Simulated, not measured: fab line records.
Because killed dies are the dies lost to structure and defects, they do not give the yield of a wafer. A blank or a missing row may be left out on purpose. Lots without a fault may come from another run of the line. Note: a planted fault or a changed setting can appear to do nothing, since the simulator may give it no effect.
Which tool did it? ; flow n5_finfet ; 24 lots, 72 wafers sampled, at 6 steps of a route of 1938

== WHAT EACH GAUGE READ, for each wafer ==
N5_SD_ACTIVATION_RS_MEAS_03: uses a four-point probe to measure. Usual: RS_SD_N 21.91 ohm/sq, standard deviation 0.3; RS_SD_P 56.3 ohm/sq, standard deviation 0.88.
lot;measured;on;RS_SD_N (ohm/sq);RS_SD_P (ohm/sq);flag
L074;day 3 10:44;film_metro-02;21.76 21.81 21.79;55.8 55.8 55.9;
L075;day 3 22:46;film_metro-02;22.10 21.92 22.10;56.6 57.1 57.1;
L076;day 4 02:53;film_metro-01;21.94 21.68 22.51;56.2 56.9 57.0;
L077;day 4 09:06;film_metro-01;22.19 22.21 22.42;56.0 56.1 56.7;
L078;day 4 09:42;film_metro-02;21.32 21.35 21.52;56.2 56.2 56.5;
L079;day 4 17:05;film_metro-02;21.73 22.16 22.43;56.9 56.2 55.7;
L080;day 4 23:29;film_metro-02;22.14 21.93 22.46;56.4 57.2 56.6;
L081;day 5 04:59;film_metro-01;22.01 22.24 21.95;57.6 57.0 55.8;
L082;day 5 09:59;film_metro-01;21.54 21.86 21.68;56.2 56.2 55.7;
L083;day 5 19:59;film_metro-01;21.71 21.81 21.89;58.0 58.1 58.3;
L084;day 5 22:44;film_metro-01;21.69 21.64 21.82;56.5 57.6 56.9;
L085;day 6 04:26;film_metro-01;21.36 21.40 21.84;55.4 54.2 54.8;
L086;day 6 12:40;film_metro-01;21.94 22.24 21.96;55.7 55.9 55.1;
L087;day 6 15:26;film_metro-01;21.37 21.36 21.93;57.1 57.2 57.7;
L088;day 6 21:04;film_metro-02;21.89 22.23 22.10;57.6 56.6 57.1;
L089;day 7 04:28;film_metro-01;21.91 22.21 21.86;56.2 55.9 56.2;
L090;day 7 10:01;film_metro-02;21.95 21.77 21.76;55.8 55.6 55.3;
L091;day 7 17:44;film_metro-01;22.39 22.09 22.31;55.7 56.5 55.8;
L092;day 7 21:43;film_metro-01;21.90 22.14 21.94;56.3 56.8 57.1;
L093;day 8 03:31;film_metro-01;21.80 21.60 21.66;55.8 57.0 55.8;
L094;day 8 09:44;film_metro-02;22.06 21.98 22.26;54.4 54.5 54.8;
L095;day 8 13:49;film_metro-01;21.67 22.05 21.62;56.4 57.9 57.1;
L096;day 9 01:59;film_metro-02;21.57 21.49 21.67;56.2 55.6 56.1;
L097;day 9 07:45;film_metro-02;22.27 21.97 22.13;54.9 55.0 56.0;

N5_HKMG_FIN_INSPECT_61: inspects for defects (macro). Usual: 2.0 for raw_defect_count, sd 1.3.
lot;measured;on;raw_defect_count;flag
L074;day 3 23:24;defect_inspect-02;0 1 1;
L075;day 4 11:26;defect_inspect-02;2 1 1;
L076;day 4 16:10;defect_inspect-01;0 3 2;
L077;day 4 22:25;defect_inspect-02;4 2 2;
L078;day 4 22:53;defect_inspect-01;1 1 3;
L079;day 5 06:07;defect_inspect-02;1 2 2;
L080;day 5 12:44;defect_inspect-02;0 1 2;
L081;day 5 18:04;defect_inspect-02;4 1 2;
L082;day 5 22:50;defect_inspect-02;2 4 2;
L083;day 6 09:20;defect_inspect-02;3 2 5;
L084;day 6 11:34;defect_inspect-01;2 1 5;
L085;day 6 18:01;defect_inspect-02;4 3 2;
L086;day 7 01:44;defect_inspect-02;2 0 2;
L087;day 7 04:04;defect_inspect-02;0 1 1;
L088;day 7 11:01;defect_inspect-02;3 1 2;
L089;day 7 20:12;defect_inspect-02;3 1 3;
L090;day 7 23:39;defect_inspect-02;2 2 2;
L091;day 8 07:05;defect_inspect-02;4 1 1;
L092;day 8 10:31;defect_inspect-02;3 1 0;
L093;day 8 16:09;defect_inspect-02;4 1 4;
L094;day 8 22:55;defect_inspect-02;3 3 1;
L095;day 9 02:38;defect_inspect-02;4 2 1;
L096;day 9 15:23;defect_inspect-02;6 4 5;
L097;day 9 21:27;defect_inspect-02;1 1 4;

== TOOL THAT RAN EACH LOT (tool first, then ch and the chambers of the sampled wafers, then the start) ==
lot;N5_ILD0_LINER_00;N5_SDB_ETCH_25;N5_SDB_ALD_29;N5_HKMG_FIN_HK_ANNEAL_02
L074;ald_sin-04 ch 0,1,2, day 3 11:05;rie_diel-01 ch 1,2, day 3 18:36;ald_sin-01 ch 0,1, day 3 18:52;rtp_anneal-02 ch 0, day 3 22:44
L075;ald_sin-04 ch 2,3, day 3 23:05;rie_diel-01 ch 0,1,2, day 4 06:32;ald_sin-03 ch 0,1, day 4 06:48;rtp_anneal-01 ch 0, day 4 10:41
L076;ald_sin-02 ch 1,3, day 4 03:46;rie_diel-04 ch 1,2,3, day 4 11:13;ald_sin-01 ch 2,3, day 4 11:29;rtp_anneal-02 ch 0, day 4 15:29
L077;ald_sin-04 ch 0,2, day 4 09:38;rie_diel-05 ch 1,3, day 4 17:29;ald_sin-03 ch 0,1,2, day 4 17:46;rtp_anneal-02 ch 0, day 4 21:35
L078;ald_sin-01 ch 2,3, day 4 10:17;rie_diel-01 ch 0,1, day 4 17:49;ald_sin-01 ch 0,1, day 4 18:05;rtp_anneal-01 ch 0, day 4 22:04
L079;ald_sin-01 ch 0,2,3, day 4 17:27;rie_diel-01 ch 0,1,2, day 5 00:47;ald_sin-03 ch 0,3, day 5 01:34;rtp_anneal-02 ch 0, day 5 05:25
L080;ald_sin-01 ch 0,1,3, day 4 23:51;rie_diel-01 ch 0,1, day 5 07:14;ald_sin-01 ch 1,2, day 5 07:30;rtp_anneal-02 ch 0, day 5 11:44
L081;ald_sin-02 ch 0,1,3, day 5 05:19;rie_diel-01 ch 0,2,3, day 5 13:09;ald_sin-01 ch 0,1,2, day 5 13:25;rtp_anneal-02 ch 0, day 5 17:17
L082;ald_sin-01 ch 0,1,3, day 5 10:19;rie_diel-05 ch 2,3, day 5 17:50;ald_sin-01 ch 0,1, day 5 18:06;rtp_anneal-02 ch 0, day 5 22:10
L083;ald_sin-04 ch 1,3, day 5 20:32;rie_diel-01 ch 0,2,3, day 6 04:08;ald_sin-03 ch 0,2,3, day 6 04:41;rtp_anneal-01 ch 0, day 6 08:33
L084;ald_sin-04 ch 0,3, day 5 23:05;rie_diel-04 ch 1,2, day 6 06:23;ald_sin-04 ch 1,3, day 6 06:40;rtp_anneal-02 ch 0, day 6 10:46
L085;ald_sin-01 ch 1,2,3, day 6 04:49;rie_diel-01 ch 0,1,2, day 6 13:02;ald_sin-04 ch 0,1,2, day 6 13:19;rtp_anneal-01 ch 0, day 6 17:20
L086;ald_sin-02 ch 1,2, day 6 13:01;rie_diel-04 ch 1,2, day 6 20:34;ald_sin-04 ch 1,3, day 6 20:49;rtp_anneal-02 ch 0, day 7 00:55
L087;ald_sin-01 ch 0,1,2, day 6 15:47;rie_diel-05 ch 0,1,3, day 6 23:02;ald_sin-01 ch 0,1,3, day 6 23:19;rtp_anneal-01 ch 0, day 7 03:22
L088;ald_sin-01 ch 0,2,3, day 6 21:54;rie_diel-01 ch 0,1,3, day 7 05:45;ald_sin-04 ch 0,3, day 7 06:01;rtp_anneal-02 ch 0, day 7 10:13
L089;ald_sin-04 ch 0,2, day 7 04:50;rie_diel-01 ch 0,1,2, day 7 14:46;ald_sin-01 ch 1,2,3, day 7 15:02;rtp_anneal-01 ch 0, day 7 19:04
L090;ald_sin-01 ch 1,2,3, day 7 10:23;rie_diel-05 ch 1,3, day 7 18:29;ald_sin-01 ch 0,1, day 7 18:46;rtp_anneal-01 ch 0, day 7 22:49
L091;ald_sin-02 ch 0,2, day 7 18:11;rie_diel-01 ch 1,2, day 8 01:58;ald_sin-01 ch 1,2,3, day 8 02:14;rtp_anneal-01 ch 0, day 8 06:16
L092;ald_sin-01 ch 0,2, day 7 22:05;rie_diel-04 ch 0,1,2, day 8 05:20;ald_sin-01 ch 0,1,2, day 8 05:37;rtp_anneal-02 ch 0, day 8 09:42
L093;ald_sin-02 ch 1,2,3, day 8 03:50;rie_diel-05 ch 0,2,3, day 8 11:14;ald_sin-03 ch 0,1,3, day 8 11:31;rtp_anneal-01 ch 0, day 8 15:24
L094;ald_sin-04 ch 1,2,3, day 8 10:01;rie_diel-04 ch 0,1,2, day 8 17:29;ald_sin-04 ch 0,1,3, day 8 19:37;rtp_anneal-01 ch 0, day 8 22:11
L095;ald_sin-04 ch 0,1,3, day 8 14:10;rie_diel-04 ch 0,2,3, day 8 21:36;ald_sin-03 ch 0,1,3, day 8 21:59;rtp_anneal-02 ch 0, day 9 01:50
L096;ald_sin-02 ch 0,1,2, day 9 02:20;rie_diel-04 ch 0,1,3, day 9 10:25;ald_sin-01 ch 0,2,3, day 9 10:41;rtp_anneal-02 ch 0, day 9 14:36
L097;ald_sin-01 ch 1,2,3, day 9 08:07;rie_diel-04 ch 0,1,2, day 9 16:20;ald_sin-03 ch 0,3, day 9 16:37;rtp_anneal-02 ch 0, day 9 20:38
- N5_ILD0_LINER_00: material SiNx, target thk 4 nm, pulse time 1 s, purge time 2 s.
- N5_SDB_ETCH_25: etches SiO2 in C4F6/O2, target depth 10 nm, time 3.3 s.
- N5_SDB_ALD_29: deposits SiNx, target thk 30 nm, pulse time 1 s, ald cycles 600.
- N5_HKMG_FIN_HK_ANNEAL_02: time 30 s.

== WHAT THE TOOLS THEMSELVES READ (means of the sampled wafers that have a number; where no wafer has one, the mark that the record gives instead) ==
N5_ILD0_LINER_00. Usual: heater_power_w 843 W, standard deviation 120; precursor_pulse_height_rel 0.998, standard deviation 0.02.
lot;tool;heater_power_w (W);precursor_pulse_height_rel;flag
L074;ald_sin-04;939;0.996;
L075;ald_sin-04;971;1.012;
L076;ald_sin-02;901;0.999;
L077;ald_sin-04;879;0.985;
L078;ald_sin-01;744;1.003;
L079;ald_sin-01;736;0.977;
L080;ald_sin-01;735;1.000;
L081;ald_sin-02;832;0.997;
L082;ald_sin-01;743;1.019;
L083;ald_sin-04;1020;1.005;
L084;ald_sin-04;961;0.988;
L085;ald_sin-01;759;1.005;
L086;ald_sin-02;812;0.975;
L087;ald_sin-01;759;0.988;
L088;ald_sin-01;739;0.988;
L089;ald_sin-04;881;1.006;
L090;ald_sin-01;768;0.991;
L091;ald_sin-02;760;1.012;
L092;ald_sin-01;740;0.999;
L093;ald_sin-02;853;1.011;
L094;ald_sin-04;985;0.991;
L095;ald_sin-04;1017;0.995;
L096;ald_sin-02;799;0.997;
L097;ald_sin-01;766;1.005;

N5_SDB_ETCH_25. Usual: drypump_motor_current_A 5.6 A, standard deviation 0.42; oes_product_au 0.77 a.u., standard deviation 0.065; rf_vpp_V 668 V, standard deviation 19; showerhead_plenum_p_Torr 2.85 Torr, standard deviation 0.1; throttle_valve_pct 21.25 %, standard deviation 0.22.
lot;tool;drypump_motor_current_A (A);oes_product_au (a.u.);rf_vpp_V (V);showerhead_plenum_p_Torr (Torr);throttle_valve_pct (%);flag
L074;rie_diel-01;5.3;0.78;671;2.91;21.23;
L075;rie_diel-01;5.7;0.76;672;2.94;21.25;
L076;rie_diel-04;5.7;0.85;655;2.81;21.34;
L077;rie_diel-05;5.7;0.73;660;2.78;21.25;
L078;rie_diel-01;5.9;0.80;689;3.00;21.16;
L079;rie_diel-01;5.7;0.76;672;2.94;21.26;
L080;rie_diel-01;6.0;0.79;689;3.00;21.16;
L081;rie_diel-01;5.5;0.74;662;2.84;21.31;
L082;rie_diel-05;5.4;0.70;662;2.82;21.26;
L083;rie_diel-01;5.4;0.74;661;2.84;21.33;
L084;rie_diel-04;5.8;0.88;663;2.88;21.49;
L085;rie_diel-01;5.7;0.74;672;2.93;21.28;
L086;rie_diel-04;5.9;0.80;659;2.81;21.47;
L087;rie_diel-05;5.6;0.75;663;2.77;21.20;
L088;rie_diel-01;5.7;0.76;678;2.90;21.23;
L089;rie_diel-01;5.7;0.74;671;2.93;21.29;
L090;rie_diel-05;5.7;0.72;660;2.77;21.31;
L091;rie_diel-01;5.3;0.74;672;2.89;21.28;
L092;rie_diel-04;5.9;0.81;675;2.84;21.24;
L093;rie_diel-05;5.3;0.70;665;2.80;21.22;
L094;rie_diel-04;5.8;0.81;674;2.84;21.25;
L095;rie_diel-04;5.7;0.81;669;2.84;21.12;
L096;rie_diel-04;5.9;0.76;665;2.77;21.11;
L097;rie_diel-04;5.8;0.80;673;2.84;21.25;

N5_SDB_ALD_29. Usual: heater_power_w 831 W, standard deviation 100; precursor_pulse_height_rel 1.002, standard deviation 0.021.
lot;tool;heater_power_w (W);precursor_pulse_height_rel;flag
L074;ald_sin-01;763;0.998;
L075;ald_sin-03;798;1.011;
L076;ald_sin-01;756;0.991;
L077;ald_sin-03;847;1.028;
L078;ald_sin-01;759;1.015;
L079;ald_sin-03;868;0.992;
L080;ald_sin-01;777;0.981;
L081;ald_sin-01;763;1.003;
L082;ald_sin-01;741;0.997;
L083;ald_sin-03;888;1.012;
L084;ald_sin-04;1044;0.982;
L085;ald_sin-04;936;1.009;
L086;ald_sin-04;1060;1.007;
L087;ald_sin-01;738;1.009;
L088;ald_sin-04;946;1.024;
L089;ald_sin-01;775;0.982;
L090;ald_sin-01;765;1.006;
L091;ald_sin-01;770;1.004;
L092;ald_sin-01;760;1.016;
L093;ald_sin-03;841;0.992;
L094;ald_sin-04;1004;1.008;
L095;ald_sin-03;843;1.008;
L096;ald_sin-01;733;0.990;
L097;ald_sin-03;845;0.993;

N5_HKMG_FIN_HK_ANNEAL_02. Usual: lamp_power_pct 8.80 %, standard deviation 0.056; lamp_zone_5_pct 8.799 %, standard deviation 0.01; wafer_temp_C_max 703.0, standard deviation 0.69.
lot;tool;lamp_power_pct (%);lamp_zone_5_pct (%);wafer_temp_C_max;flag
L074;rtp_anneal-02;8.81;8.795;703.4;
L075;rtp_anneal-01;8.83;8.802;703.0;
L076;rtp_anneal-02;8.84;8.801;702.9;
L077;rtp_anneal-02;8.78;8.797;702.9;
L078;rtp_anneal-01;8.82;8.803;702.5;
L079;rtp_anneal-02;8.80;8.810;702.8;
L080;rtp_anneal-02;8.70;8.813;703.4;
L081;rtp_anneal-02;8.80;8.794;703.0;
L082;rtp_anneal-02;8.80;8.795;702.7;
L083;rtp_anneal-01;8.73;8.800;703.3;
L084;rtp_anneal-02;8.78;8.799;703.8;
L085;rtp_anneal-01;8.79;8.811;703.5;
L086;rtp_anneal-02;8.76;8.803;703.0;
L087;rtp_anneal-01;8.78;8.790;703.7;
L088;rtp_anneal-02;8.76;8.796;703.5;
L089;rtp_anneal-01;8.85;8.802;702.8;
L090;rtp_anneal-01;8.80;8.808;703.0;
L091;rtp_anneal-01;8.79;8.805;702.9;
L092;rtp_anneal-02;8.84;8.804;702.7;
L093;rtp_anneal-01;8.84;8.796;704.0;
L094;rtp_anneal-01;8.79;8.804;702.5;
L095;rtp_anneal-02;8.78;8.803;702.6;
L096;rtp_anneal-02;8.84;8.796;703.2;
L097;rtp_anneal-02;8.75;8.794;703.0;

== THE ANSWER, worked out from the rows above alone ==
Rule: lot off if the mean of its wafers having a number is beyond 3 standard deviations from the usual mean. Also off: a lot with no number at a reading for which 4 or more lots have one. Any other lot the step has rows for is counted as sound. After the gauges, taken in route order, come the tools' own readings; for these a lot's mean is taken, as printed above. At the first step where some lot is off, the reading lying furthest off is the one used; lots without a number count as furthest.
Nothing can be told from this: no lot is off at any reading shown.

== WHAT THE SIMULATOR HAD PUT IN ==
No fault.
